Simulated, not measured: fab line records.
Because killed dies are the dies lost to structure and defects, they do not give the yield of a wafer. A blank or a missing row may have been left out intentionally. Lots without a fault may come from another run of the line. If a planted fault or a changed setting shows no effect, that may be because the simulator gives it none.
A struck lot beside a sound one || flow n5Finfet || 35 out of 1938 route steps
Sound: wafers L543.1, L543.2, L543.4. Struck: wafer L530.3. (L530.2, L530.5 of the same lot were not struck and are left out.) The cause comes at the end.
At each step with rows: each side's tool, then ch and its chambers, then its first start. Under that, the readings that differ: sound wafers || struck wafers || difference of the means || sigmas: that difference in standard deviations of wafers without a fault.
alike: readings with means less than 2 such deviations apart, plus words and numbers identical on both sides. not compared: withheld readings, readings lacking a value on some wafer, bounds such as >300 that could conceal the same value, and numbers that have no deviation in the record and whose values overlap.
Wherever a step has rows on one side only, a row that says differs or no value, or a row with sigmas, the two part there. When numbers do not overlap yet have no deviation, they are printed without sigmas and do not part them. A reading missing from all wafers of one side parts the sides only when that side holds two or more wafers.

first, 9 steps without rows for these wafers: N5_BEOL_M15_COAT_60 (time 60 s, resist thk 89 nm); N5_BEOL_M15_COAT_22 (resist thk 800 nm); N5_BEOL_M15_EBR_24; N5_BEOL_M15_SOFTBAKE_23 (time 60 s); N5_BEOL_M15_EXPOSE_25 (exposes mask M15, target cd 400 nm); N5_BEOL_M15_PEB_26 (peb time 90 s); N5_BEOL_M15_DEVELOP_27 (develop time 45 s); N5_BEOL_M15_HARDBAKE_32 (time 120 s); N5_BEOL_M15_DESCUM_33 (chemistry O2, time 7.9 s).
N5_BEOL_M15_ETCH_61: etches BARC in N2/H2, target depth 89 nm, overetch 26.7 nm, time 67.9 s.
  sound on rieDiel-03 ch 0,1,2, day 17 15:09; struck on rieDiel-03 ch 3, day 14 22:04
  alike: biasW, drypumpMotorCurrentA, oesProductAu, rfFwdPowerW, rfVppV, showerheadPlenumPTorr, throttleValvePct
  not compared: rfHoursCounterH
then, 24 steps without rows for these wafers: N5_BEOL_M15_TRENCH_ETCH_34 (etches SiO2 in C4F8/O2/Ar, target depth 872.93 nm, time 199 s); N5_BEOL_M15_STRIP_36 (strips in O2); N5_BEOL_M15_STRIP_62 (strips in O2); N5_BEOL_M15_STRIP_37 (strips in O2); N5_BEOL_M15_ETCH_38 (etches SiCN in CF4/N2, target depth 106.4 nm, time 120.5 s); N5_BEOL_M15_PRECLEAN_39 (cleans in residue remover, time 60 s); N5_BEOL_M15_SRD_40 (time 30 s, dry time 30 s); N5_BEOL_M15_DEGAS_41 (time 60 s); N5_BEOL_M15_PRE_CLEAN_42 (time 30 s); N5_BEOL_M15_SPUTTER_43 (material TaN, target thk 15 nm, time 24.19 s); N5_BEOL_M15_SPUTTER_44 (material Ta, target thk 15 nm, time 24.19 s); N5_BEOL_M15_SPUTTER_45 (material Cu, target thk 100 nm, time 16.67 s); N5_BEOL_M15_ECD_47 (material Cu, target thk 1860 nm); N5_BEOL_M15_ANNEAL_48 (time 90 s); N5_BEOL_M15_CMP_49 (polishes, stops on SiO2, t overpolish 4.9 s, target thk 850 nm); N5_BEOL_M15_PRE_CLEAN_52 (time 15 s); N5_BEOL_M15_DEP_53 (deposits SiCN from 3MS/NH3, target thk 50 nm, time 17.8 s); N5_PASSIVATION_PECVD_00 (deposits SiO2 from SiH4/N2O, target thk 200 nm, time 11.2 s); N5_MIM_BOT_DEGAS_01 (time 60 s); N5_MIM_BOT_SPUTTER_00 (material TiN, target thk 35 nm, time 89.7 s); N5_MIM_TOP_ALD_00 (deposits Al2O3, purge time 3 s, co reactant pulse time 3 s); N5_MIM_TOP_ALD_01 (deposits HfO2, target thk 5.6 nm, pulse time 1 s, purge time 3 s); N5_MIM_TOP_ALD_02 (deposits Al2O3, purge time 3 s, co reactant pulse time 3 s); N5_MIM_TOP_DEGAS_04 (time 60 s).
N5_PASSIVATION_PROBE_49:
  rows exist in the record for the struck wafers here (prober-01, day 15 17:35), but not for the sound ones

## WHERE THEY PART
N5_PASSIVATION_PROBE_49 only, going by this record.

WHY: what had been put in by the simulator
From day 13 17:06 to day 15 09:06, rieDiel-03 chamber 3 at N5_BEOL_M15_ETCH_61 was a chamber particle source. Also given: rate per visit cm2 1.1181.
